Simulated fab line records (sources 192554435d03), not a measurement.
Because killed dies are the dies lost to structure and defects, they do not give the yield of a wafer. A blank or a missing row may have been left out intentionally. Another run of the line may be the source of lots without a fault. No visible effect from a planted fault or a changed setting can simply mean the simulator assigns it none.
Comparing a struck lot with a sound one -- flow n5 finfet -- 15 out of 1938 route steps
Sound: the wafers L972.2, L972.3, L972.4. Struck: wafer L983.5; the same lot's L983.3 was not struck, so it is left out; see the end for the cause.
For every step that has rows: the tool of each side, followed by ch and its chambers, followed by its first start. Under that, the readings that differ: sound wafers -- struck wafers -- difference of the means -- sigmas: that difference in standard deviations of wafers without a fault.
alike: a reading whose means differ by less than 2 such deviations, as well as words and numbers matching on both sides. not compared: withheld readings; readings where some wafer has no value; bounds like >300 that might hide an equal value; numbers whose values overlap and for which the record gives no deviation.
The two part at a step that has a row with sigmas, a row that says differs or no value, or rows on one side only. When numbers do not overlap yet have no deviation, they are printed without sigmas and do not part them. Lack of a reading on every wafer of one side parts them only where that side has two or more wafers.

first, 7 steps without rows for these wafers: N5_PASSIVATION_COAT_04; N5_PASSIVATION_EBR_06; N5_PASSIVATION_SOFTBAKE_05 (time 90 s); N5_PASSIVATION_EXPOSE_07 (exposes mask TV, defocus 0 nm, target cd 3000 nm); N5_PASSIVATION_PEB_08; N5_PASSIVATION_DEVELOP_09 (develop time 60 s); N5_PASSIVATION_HARDBAKE_11 (time 120 s).
N5_PASSIVATION_CD_MEAS_10: target cd 3000 nm.
  sound on cd sem-01 ch 0, day 14 05:03; struck on cd sem-03 ch 0, day 17 03:24
  alike: cd nm
N5_PASSIVATION_OVL_MEAS_60:
  sound on overlay-02 ch 0, day 14 05:05; struck on overlay-01 ch 0, day 17 03:26
  alike: TV_OVL
N5_PASSIVATION_INSPECT_61: inspects for defects (macro).
  sound on defect inspect-01, day 14 05:07; struck on defect inspect-02, day 17 03:28
reading,sound,struck,difference,sigmas
raw defect count,0 1 1,4,+3,+3
N5_PASSIVATION_DESCUM_12: chemistry O2, time 7.9 s.
  sound on rie diel-03 ch 0,1, day 14 05:08; struck on rie diel-01 ch 2, day 17 03:29
reading,sound,struck,difference,sigmas
throttle valve pct (%),20.50 20.90 20.92,20.25,-0.52,-2
  alike: drypump motor current A, o2 flow sccm, oes product au, rf vpp V, showerhead plenum p Torr
  not compared: rf hours counter h
N5_PASSIVATION_PASS_ETCH_74: etches SiNx in CF4/O2, target depth 220 nm, time 110 s.
  sound on rie diel-03 ch 0,1, day 14 05:13; struck on rie diel-01 ch 2, day 17 03:33
reading,sound,struck,difference,sigmas
throttle valve pct (%),16.10 16.50 16.49,15.93,-0.43,-2
  alike: bias w, drypump motor current A, oes product au, rf vpp V, showerhead plenum p Torr
  not compared: rf hours counter h
N5_PASSIVATION_VIA_ETCH_13: etches SiO2 in CHF3/O2, target depth 660 nm, time 330 s.
  sound on rie diel-03 ch 0,1, day 14 05:18; struck on rie diel-01 ch 2, day 17 03:39
reading,sound,struck,difference,sigmas
drypump motor current A (A),5.1 5.4 5.3,6.1,+0.8,+2
etch rf on time s (s),229 231 240,402,+169,+23
oes product au (a.u.),0.84 0.63 0.64,0.50,-0.20,-2
throttle valve pct (%),18.98 19.22 19.22,18.67,-0.47,-2
  alike: rf vpp V, showerhead plenum p Torr
  not compared: bias w, rf hours counter h
N5_PASSIVATION_STRIP_14: strips in O2.
  sound on rie diel-03 ch 0,1, day 14 05:30; struck on rie diel-01 ch 2, day 17 03:50
  alike: drypump motor current A, o2 flow sccm, oes product au, rf vpp V, showerhead plenum p Torr, throttle valve pct
  not compared: rf hours counter h
N5_PASSIVATION_PROBE_49:
  the record has rows for the struck wafers here (prober-01, day 17 12:54) and none for the sound ones

## WHERE THEY PART
Last at N5_PASSIVATION_PROBE_49 as far as this record goes, first at N5_PASSIVATION_INSPECT_61.

WHY: the cause the simulator had injected
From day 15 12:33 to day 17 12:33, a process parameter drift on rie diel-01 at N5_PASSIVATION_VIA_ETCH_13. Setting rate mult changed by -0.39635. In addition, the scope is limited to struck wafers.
